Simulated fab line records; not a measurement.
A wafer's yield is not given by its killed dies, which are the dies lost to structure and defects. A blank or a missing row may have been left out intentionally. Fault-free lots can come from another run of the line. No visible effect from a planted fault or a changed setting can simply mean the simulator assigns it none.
fab line records -- flow nand_harc
record lots=12, wafers=36, last_day=25
route steps=1159 shown A_CONTACT@863 A_BONDPAD@1072 END@1159
lots that met no fault: taken from a fault-free run of the same line
start_h: hours from the record's first day to the start of the lot's first wafer shown -- wait_h: hours elapsed since this lot's preceding step -- " as in the row above -- L1.1+2: a single row standing in for several wafers -- - no value, or no start given -- * or withheld: withheld -- < > ~ a bound
route shown NAME@n: NAME is a module with steps in the file, n the number in the route of the first one -- usual: mean and standard deviation over wafers with no fault -- same: alike in all rows -- chamber/n: place in a boat -- sites: readings site by site -- _std_site: standard deviation of those values -- _edge_site: mean of outer sites minus mean of inner sites -- radius_mm: for every site, how far away it sits from the centre of the wafer -- mask NAME#n: copy n -- behind: the most recent tool/chamber to have shaped the wafer -- hold: cause of the lot's hold/its duration in hours/its outcome -- device: the transistor (n, p or np) that didn't switch -- end of line: the route-end tests of the same wafers -- a step without rows: its recipe alone -- killed: count of dies lost to structure and defects at first sort (not the wafer's yield) -- map: dies across one wafer; x = killed, . = not, _ = none there
set.NAME: setting as actually run; set.NAME@STEP: the setting as run at that earlier step -- model.NAME: the simulator's own value behind a step, which no gauge read
one table for each step of the route and one row for each wafer, over a sample of lots
services: from which hour (start_h, from the record's first day; less than 0 if before it) a tool's chamber was out of use, for how many hours, and why
## steps
# step NHARC_A_CONTACT_ETCH_112
# recipe source_w=withheld, pressure_mtorr=20, bias_v=3000, time_s=94, target_depth_a=9220, ar_flow_sccm=withheld, c4f8_flow_sccm=withheld, o2_flow_sccm=withheld, chemistry=C4F8/O2/Ar
# same time_s=94
lot.wafer,tool,chamber,start_h,wait_h,rf_hours_counter_h
L367.2,har_cap_etch-02,1,382.49,0.1,8
L367.4,har_cap_etch-02,0,382.49,0.1,-
L367.5,har_cap_etch-02,1,382.49,0.1,-
L368.1,har_cap_etch-03,0,390.31,0.1,80
L368.3,har_cap_etch-03,1,390.31,0.1,-
L368.6,har_cap_etch-03,1,390.31,0.1,-
L369.2,har_cap_etch-02,1,394.05,0.1,11
L369.4,har_cap_etch-02,1,394.05,0.1,-
L369.6,har_cap_etch-02,0,394.05,0.1,-
L370.1,har_cap_etch-03,1,406.05,0.2,84
L370.2,har_cap_etch-03,0,406.05,0.2,84
L370.4,har_cap_etch-03,1,406.05,0.2,-
L371.1,har_cap_etch-01,0,407.73,0.2,62
L371.3,har_cap_etch-01,1,407.73,0.2,-
L371.6,har_cap_etch-01,1,407.73,0.2,-
L374.1,har_cap_etch-03,1,432.02,0.2,87
L374.3,har_cap_etch-03,0,432.02,0.2,-
L374.4,har_cap_etch-03,1,432.02,0.2,-
L377.1,har_cap_etch-03,0,445.37,0.2,90
L377.5,har_cap_etch-03,0,445.37,0.2,-
L377.6,har_cap_etch-03,1,445.37,0.2,-
L383.1,har_cap_etch-02,1,469.97,0.1,21
L383.3,har_cap_etch-02,0,469.97,0.1,-
L383.5,har_cap_etch-02,0,469.97,0.1,-
L380.1,har_cap_etch-02,1,476.53,0.1,22
L380.3,har_cap_etch-02,0,476.53,0.1,-
L380.4,har_cap_etch-02,1,476.53,0.1,-
L386.1,har_cap_etch-03,0,502.60,0.2,99
L386.3,har_cap_etch-03,1,502.60,0.2,-
L386.5,har_cap_etch-03,1,502.60,0.2,-
L385.2,har_cap_etch-01,1,508.03,0.2,79
L385.3,har_cap_etch-01,0,508.03,0.2,-
L385.5,har_cap_etch-01,0,508.03,0.2,-
L389.2,har_cap_etch-03,1,518.29,0.2,102
L389.4,har_cap_etch-03,0,518.29,0.2,-
L389.5,har_cap_etch-03,0,518.29,0.2,-
# step NHARC_A_BONDPAD_CD_MEAS_09
# recipe target_cd_nm=500, landing_energy_ev=500
# usual cd_nm=499.5/2.6
lot.wafer,tool,chamber,start_h,wait_h,cd_nm
L367.2,cd_sem-03,0,422.88,-,497.2
L367.4,cd_sem-03,0,422.88,-,499.6
L367.5,cd_sem-03,0,422.88,-,497.0
L368.1,cd_sem-02,0,424.45,-,501.1
L368.3,cd_sem-02,0,424.45,-,496.8
L368.6,cd_sem-02,0,424.45,-,497.1
L369.2,cd_sem-03,0,427.71,-,500.3
L369.4,cd_sem-03,0,427.71,-,499.6
L369.6,cd_sem-03,0,427.71,-,495.7
L370.1,cd_sem-02,0,439.52,-,499.8
L370.2,cd_sem-02,0,439.52,-,502.7
L370.4,cd_sem-02,0,439.52,-,497.2
L371.1,cd_sem-03,0,440.33,-,501.3
L371.3,cd_sem-03,0,440.33,-,503.2
L371.6,cd_sem-03,0,440.33,-,501.8
L374.1,cd_sem-02,0,465.29,-,502.6
L374.3,cd_sem-02,0,465.29,-,501.7
L374.4,cd_sem-02,0,465.29,-,500.9
L377.1,cd_sem-01,0,495.38,-,497.9
L377.5,cd_sem-01,0,495.38,-,496.3
L377.6,cd_sem-01,0,495.38,-,498.8
L383.1,cd_sem-02,0,512.60,-,504.3
L383.3,cd_sem-02,0,512.60,-,505.9
L383.5,cd_sem-02,0,512.60,-,500.7
L380.1,cd_sem-03,0,515.46,-,497.0
L380.3,cd_sem-03,0,515.46,-,499.8
L380.4,cd_sem-03,0,515.46,-,496.7
L386.1,cd_sem-03,0,535.98,-,495.8
L386.3,cd_sem-03,0,535.98,-,499.3
L386.5,cd_sem-03,0,535.98,-,498.4
L385.2,cd_sem-02,0,540.41,-,499.9
L385.3,cd_sem-02,0,540.41,-,501.4
L385.5,cd_sem-02,0,540.41,-,501.0
L389.2,cd_sem-03,0,552.07,-,502.2
L389.4,cd_sem-03,0,552.07,-,498.1
L389.5,cd_sem-03,0,552.07,-,498.4
# step NHARC_A_BONDPAD_ETCH_34
# recipe target_depth_a=600, overetch_a=180, time_s=65.91, ion_energy_ev=200, n2_flow_sccm=150, h2_flow_sccm=150, ar_flow_sccm=0, rf_w=400, bias_w=150, chemistry=N2/H2
# usual drypump_motor_current_A=6.0/0.38, oes_product_au=1.005/0.013, rf_fwd_power_W=396.6/1.6, rf_vpp_V=431/3.1, showerhead_plenum_p_Torr=2.04/0.11, throttle_valve_pct=14.172/0.0096
# same time_s=65.91
lot.wafer,tool,chamber,start_h,wait_h,drypump_motor_current_A,oes_product_au,rf_fwd_power_W,rf_hours_counter_h,rf_vpp_V,showerhead_plenum_p_Torr,throttle_valve_pct
L367.2,rie_diel-03,3,423.17,0.1,6.2,0.982,399.5,9,433,2.11,14.175
L367.4,rie_diel-03,0,423.17,0.1,6.1,0.994,397.3,9,428,1.95,14.175
L367.5,rie_diel-03,0,423.17,0.1,6.1,1.009,397.6,-,429,1.95,14.161
L368.3,rie_diel-05,1,424.75,0.1,6.1,0.999,398.3,2,430,2.09,14.168
L368.1,rie_diel-05,0,424.75,0.1,5.6,0.994,396.0,2,426,1.91,14.161
L368.6,rie_diel-05,1,424.75,0.1,6.1,1.006,397.5,-,432,2.09,14.176
L369.2,rie_diel-05,0,428.02,0.1,5.5,0.994,393.7,3,427,1.91,14.162
L369.4,rie_diel-05,2,428.02,0.1,6.2,1.029,395.7,3,427,1.92,14.168
L369.6,rie_diel-05,3,428.02,0.1,6.6,1.024,396.1,-,433,2.16,14.168
L370.4,rie_diel-06,2,439.82,0.1,5.6,0.995,396.3,1,433,2.14,14.179
L370.1,rie_diel-06,3,439.82,0.1,6.0,0.965,397.5,2,436,2.22,14.185
L370.2,rie_diel-06,0,439.82,0.1,5.4,0.993,396.1,2,429,1.94,14.169
L371.1,rie_diel-05,1,440.66,0.1,6.1,1.013,397.3,3,432,2.09,14.162
L371.3,rie_diel-05,2,440.66,0.1,6.2,1.027,394.3,3,427,1.92,14.162
L371.6,rie_diel-05,2,440.66,0.1,6.2,1.017,393.8,-,426,1.92,14.174
L374.3,rie_diel-05,2,465.59,0.1,6.2,1.035,394.1,4,427,1.92,14.180
L374.1,rie_diel-05,3,465.59,0.1,6.6,1.018,395.2,3,434,2.16,14.163
L374.4,rie_diel-05,1,465.59,0.1,6.1,1.005,398.2,4,432,2.09,14.164
L377.1,rie_diel-05,1,495.69,0.1,6.1,0.998,398.2,5,432,2.09,14.185
L377.5,rie_diel-05,2,495.69,0.1,6.2,1.021,397.7,-,426,1.92,14.173
L377.6,rie_diel-05,3,495.69,0.1,6.7,1.011,395.4,-,433,2.16,14.186
L383.1,rie_diel-05,1,512.92,0.1,6.1,0.984,398.0,6,432,2.09,14.160
L383.3,rie_diel-05,0,512.92,0.1,5.6,0.993,397.8,5,427,1.91,14.184
L383.5,rie_diel-05,1,512.92,0.1,6.1,0.990,398.1,-,433,2.09,14.161
L380.3,rie_diel-06,1,515.76,0.1,5.8,1.014,397.0,17,429,2.03,14.164
L380.4,rie_diel-06,2,515.76,0.1,5.6,0.996,395.4,13,432,2.14,14.175
L380.1,rie_diel-06,3,515.76,0.1,6.0,0.990,399.3,18,435,2.21,14.182
L386.1,rie_diel-05,2,536.30,0.1,6.2,1.000,396.8,1,426,1.92,14.167
L386.3,rie_diel-05,0,536.30,0.1,5.6,1.012,396.3,1,429,1.91,14.201
L386.5,rie_diel-05,3,536.30,0.1,6.6,1.005,393.2,-,435,2.16,14.170
L385.2,rie_diel-05,2,540.71,0.1,6.2,1.011,397.1,1,426,1.91,14.172
L385.3,rie_diel-05,3,540.71,0.1,6.6,0.998,393.7,1,433,2.16,14.161
L385.5,rie_diel-05,3,540.71,0.1,6.6,1.005,392.1,-,433,2.16,14.199
L389.4,rie_diel-05,1,552.37,0.1,6.0,0.994,396.3,0,434,2.09,14.182
L389.2,rie_diel-05,2,552.37,0.1,6.2,1.012,396.9,1,426,1.91,14.167
L389.5,rie_diel-05,3,552.37,0.1,6.7,1.021,396.1,-,434,2.16,14.165
# step NHARC_A_BONDPAD_ETCH_12
# recipe target_depth_a=2200, time_s=110, chf3_flow_sccm=50, o2_flow_sccm=10, ar_flow_sccm=200, rf_w=500, bias_w=200, chemistry=CHF3/O2
# usual chf3_flow_sccm=49.99/0.16, drypump_motor_current_A=6.0/0.39, oes_product_au=0.952/0.023, rf_fwd_power_W=497.0/1.8, rf_vpp_V=370.7/2.8, showerhead_plenum_p_Torr=2.40/0.12, throttle_valve_pct=20.573/0.009
# same time_s=110
lot.wafer,tool,chamber,start_h,wait_h,chf3_flow_sccm,drypump_motor_current_A,oes_product_au,rf_fwd_power_W,rf_hours_counter_h,rf_vpp_V,showerhead_plenum_p_Torr,throttle_valve_pct
L367.2,rie_diel-03,3,-,-,50.42,6.2,0.951,500.7,9,373.0,2.48,20.572
L367.4,rie_diel-03,0,-,-,49.87,6.1,0.950,499.0,9,368.0,2.30,20.578
L367.5,rie_diel-03,3,-,-,50.11,6.1,0.951,496.7,-,372.5,2.48,20.580
L368.3,rie_diel-05,1,-,-,49.92,6.1,0.958,499.2,2,371.4,2.46,20.576
L368.1,rie_diel-05,3,-,-,50.10,6.6,0.972,493.5,2,374.8,2.54,20.569
L368.6,rie_diel-05,1,-,-,49.96,6.0,0.956,497.9,-,371.4,2.46,20.556
L369.2,rie_diel-05,1,-,-,49.94,6.1,0.928,498.9,3,372.2,2.46,20.566
L369.4,rie_diel-05,0,-,-,49.84,5.6,0.928,496.9,3,367.3,2.26,20.572
L369.6,rie_diel-05,1,-,-,49.89,6.1,0.930,497.9,-,370.8,2.46,20.552
L370.1,rie_diel-06,2,-,-,50.21,5.6,0.966,496.4,1,372.8,2.51,20.584
L370.4,rie_diel-06,3,-,-,50.25,6.0,0.951,499.0,2,374.5,2.60,20.572
L370.2,rie_diel-06,0,-,-,49.99,5.4,0.970,494.6,2,368.5,2.29,20.581
L371.1,rie_diel-05,3,-,-,49.77,6.6,0.984,494.5,2,373.9,2.54,20.573
L371.3,rie_diel-05,1,-,-,49.87,6.1,0.963,497.3,3,371.8,2.46,20.564
L371.6,rie_diel-05,3,-,-,49.91,6.6,0.975,496.9,-,373.2,2.54,20.584
L374.4,rie_diel-05,0,-,-,50.03,5.6,0.953,499.6,3,368.7,2.26,20.585
L374.3,rie_diel-05,1,-,-,49.92,6.1,0.952,498.7,4,372.2,2.46,20.590
L374.1,rie_diel-05,3,-,-,50.23,6.6,0.975,496.0,3,373.4,2.54,20.571
L377.1,rie_diel-05,2,-,-,49.53,6.2,0.980,496.6,5,367.7,2.27,20.569
L377.6,rie_diel-05,3,-,-,49.88,6.6,0.971,497.4,-,373.8,2.54,20.575
L377.5,rie_diel-05,0,-,-,50.28,5.6,0.975,494.9,-,368.2,2.26,20.578
L383.1,rie_diel-05,2,-,-,50.15,6.2,0.971,496.3,6,367.4,2.27,20.578
L383.3,rie_diel-05,0,-,-,50.02,5.5,0.970,496.6,5,367.3,2.26,20.575
L383.5,rie_diel-05,0,-,-,50.13,5.6,0.958,497.3,-,366.7,2.26,20.575
L380.4,rie_diel-06,3,-,-,49.75,6.0,0.911,498.1,18,374.5,2.59,20.592
L380.3,rie_diel-06,0,-,-,50.14,5.4,0.930,495.5,19,367.3,2.29,20.571
L380.1,rie_diel-06,1,-,-,49.71,5.8,0.941,498.7,17,369.8,2.39,20.577
L386.1,rie_diel-05,2,-,-,50.05,6.2,0.980,496.2,1,367.3,2.26,20.579
L386.3,rie_diel-05,3,-,-,50.14,6.6,0.966,495.5,1,375.3,2.54,20.566
L386.5,rie_diel-05,2,-,-,50.04,6.2,0.975,494.2,-,368.4,2.27,20.579
L385.2,rie_diel-05,0,-,-,50.05,5.6,0.974,495.0,1,367.1,2.26,20.569
L385.3,rie_diel-05,2,-,-,50.33,6.2,0.986,494.0,1,367.5,2.27,20.599
L385.5,rie_diel-05,0,-,-,50.13,5.6,0.973,495.5,-,366.6,2.26,20.573
L389.4,rie_diel-05,3,-,-,50.02,6.6,0.982,493.3,1,372.9,2.54,20.579
L389.2,rie_diel-05,1,-,-,49.99,6.1,0.950,496.0,0,372.5,2.45,20.587
L389.5,rie_diel-05,3,-,-,49.94,6.7,0.986,493.8,-,373.6,2.54,20.561
# step NHARC_END_SORT_01
# recipe temp_c=25
# usual killed_at_array=24/8.7, killed_at_other=0.8/1.2, killed_at_periphery=3.6/2.3, killed_dies=28/8.9, killed_open=3.2/1.9, killed_short=2.0/1.6
# same gross_dies=677
lot.wafer,tool,chamber,start_h,wait_h,killed_at_array,killed_at_other,killed_at_periphery,killed_dies,killed_open,killed_short
L374.1,prober-02,0,496.76,2.5,30,0,8,38,2,2
L374.3,prober-02,0,498.38,3.1,89,1,5,95,2,2
L374.4,prober-02,0,499.19,3.4,24,2,9,35,7,3
L377.1,prober-01,0,526.03,2.5,75,0,5,80,2,1
L377.5,prober-01,0,529.20,3.7,93,1,4,98,7,1
L377.6,prober-01,0,529.99,4.0,17,0,3,20,0,0
# killed by level:class
L374.1 A_SLIT:chamber_film_flake=15 A_STAIRCASE:chamber_film_flake=4 A_WL_FILL:chamber_film_flake=3 A_CONTACT:chamber_film_flake=3 A_CONTACT:geometric_particle:short=2 P_ZERO_WELL:chamber_film_flake=2 P_STI:chamber_film_flake=2 P_M2:chamber_film_flake=2
L374.3 A_CONTACT:unspecified=67 A_SLIT:chamber_film_flake=7 A_WL_FILL:chamber_film_flake=4 P_M2:chamber_film_flake=3 A_CHANNEL_HOLE_D1:chamber_film_flake=3 P_ZERO_WELL:chamber_film_flake=2 A_STAIRCASE:chamber_film_flake=2 A_CONTACT:chamber_film_flake=2
L374.4 A_SLIT:chamber_film_flake=13 P_ZERO_WELL:chamber_film_flake=3 P_M0:geometric_particle:open=2 P_M2:chamber_film_flake=2 A_CONTACT:chamber_film_flake=2 P_CONTACT:geometric_particle:open=1 A_ONON_D1:geometric_particle:short=1 A_CHANNEL_HOLE_D1:geometric_particle:open=1
L377.1 A_CONTACT:unspecified=63 A_CHANNEL_HOLE_D1:chamber_film_flake=8 A_STAIRCASE:chamber_film_flake=2 P_CONTACT:geometric_particle:open=1 P_M0:geometric_particle:short=1 A_M0:geometric_particle:open=1 P_STI:chamber_film_flake=1 P_GATE:chamber_film_flake=1
L377.5 A_CONTACT:unspecified=77 A_CHANNEL_HOLE_D1:chamber_film_flake=6 A_STAIRCASE:chamber_film_flake=6 P_M0:geometric_particle:open=3 A_CONTACT:geometric_particle:open=2 A_M0:geometric_particle:open=1 A_M1:geometric_particle:short=1 STARTING-WAFER:geometric_particle:open=1
L377.6 A_CHANNEL_HOLE_D1:chamber_film_flake=11 A_STAIRCASE:chamber_film_flake=4 P_STI:chamber_film_flake=3 A_CONTACT:chamber_film_flake=2
## services
tool,chamber,start_h,hours,kind
rie_diel-06,0,361.18,5.0,repair
rie_diel-05,3,366.30,29.1,repair
rie_diel-03,1,373.11,22.4,repair
rie_diel-05,0,374.10,-,clean
rie_diel-05,1,374.10,-,clean
rie_diel-05,2,374.10,-,clean
rie_diel-03,-,392.36,9.0,pm
rie_diel-05,0,398.60,-,clean
rie_diel-05,1,398.60,-,clean
rie_diel-05,2,398.60,-,clean
rie_diel-05,3,398.60,-,clean
rie_diel-06,-,418.20,9.0,pm
rie_diel-05,0,423.10,-,clean
rie_diel-05,1,423.10,-,clean
rie_diel-05,2,423.10,-,clean
rie_diel-05,3,423.10,-,clean
rie_diel-05,0,431.28,16.0,repair
rie_diel-05,0,447.60,-,clean
rie_diel-05,0,466.79,4.3,repair
rie_diel-05,-,477.83,0.7,repair
rie_diel-06,2,492.00,16.2,repair
rie_diel-05,3,505.29,17.2,repair
rie_diel-05,-,517.60,9.0,pm
har_cap_etch-03,-,545.00,17.0,pm
## key
first_sign step=NHARC_END_SORT_01, reading=killed_dies, direction=up, sigmas=7.1, usual=28, struck=91
effect step=NHARC_END_SORT_01, reading=killed_at_array, direction=up, sigmas=7, usual=24, struck=86
more_kills_born_at NHARC_A_CONTACT_ETCH_112@har_cap_etch-03=205
met_at NHARC_A_CONTACT_ETCH_112
struck_lots L374,L377
struck_wafers L374.3,L377.1,L377.5
tester_left_out L374,L377
not_acting_at NHARC_A_BONDPAD_CD_MEAS_09,NHARC_A_BONDPAD_ETCH_34,NHARC_A_BONDPAD_ETCH_12
onset_between 406.05 432.02
fault kind=chamber_particle_source, tool=har_cap_etch-03, chamber=0, onset_h=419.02, steps=NHARC_A_CONTACT_ETCH_112, rate_per_visit_cm2=0.38131, end_h=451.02
# tester_left_out: of these lots the tester's yield and bins aren't shown, on N5 and GAA mostly nor the transistor test; their killed dies are dies lost to structure and defects alone, not to doping, threshold or leakage, so they don't give the yield
